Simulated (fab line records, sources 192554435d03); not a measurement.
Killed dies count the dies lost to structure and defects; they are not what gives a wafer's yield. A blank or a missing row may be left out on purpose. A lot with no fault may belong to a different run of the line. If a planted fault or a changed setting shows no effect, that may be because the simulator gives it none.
Matching of chambers | flow n5Finfet | N5_BEOL_M0_CUTY_DESCUM_61 on rieDiel-02: 4 sister chambers
The step chemistry O2, time 7.9 s. 8 wafers are shown with their chamber, then 9 later ones without.

## EACH WAFER AND ITS CHAMBER
wafer  | chamber | showerheadPlenumPTorr (Torr) | drypumpMotorCurrentA (A)
L081.1 | 1       | 2.09                         | 5.2
L082.5 | 2       | 2.17                         | 5.8
L087.3 | 3       | 2.16                         | 4.9
L087.4 | 0       | 1.99                         | 6.1
L087.6 | 3       | 2.16                         | 4.8
L088.1 | 2       | 2.16                         | 5.8
L088.3 | 0       | 1.99                         | 6.2
L088.4 | 1       | 2.09                         | 5.2

## WAFERS MISSING THEIR CHAMBER
wafer  | showerheadPlenumPTorr (Torr) | drypumpMotorCurrentA (A)
L090.1 | 2.16                         | 4.9
L090.2 | 2.16                         | 5.8
L090.4 | 2.09                         | 5.2
L091.4 | 2.16                         | 4.9
L091.5 | 2.09                         | 5.2
L091.6 | 1.99                         | 6.1
L096.3 | 2.08                         | 5.2
L096.5 | 2.15                         | 4.8
L096.6 | 2.16                         | 5.8

## THE CHAMBER EACH PASSED THROUGH
wafer  | from the rows above | in truth
L090.1 | 3                   | 3
L090.2 | 2                   | 2
L090.4 | 1                   | 1
L091.4 | 3                   | 3
L091.5 | 1                   | 1
L091.6 | 0                   | 0
L096.3 | 1                   | 1
L096.5 | 3                   | 3
L096.6 | 2                   | 2
9 of 9 placed correctly. Number that these rows cannot place: 0. Wrongly placed: 0.
How it was worked out, from the rows above alone: a wafer's distance from a chamber is the root of the sum, over the readings, of the square of ((its reading less the chamber's mean) divided by the reading's scatter). If the next closest chamber is less than 2 further off than the closest, the wafer can't be placed; otherwise it belongs to the closest. The mean given for a chamber averages the wafers shown for that chamber. How the scatter is found: for the shown wafers, subtract from each reading the mean of its chamber, square and add these, divide the total by (wafers less chambers), then take the root.
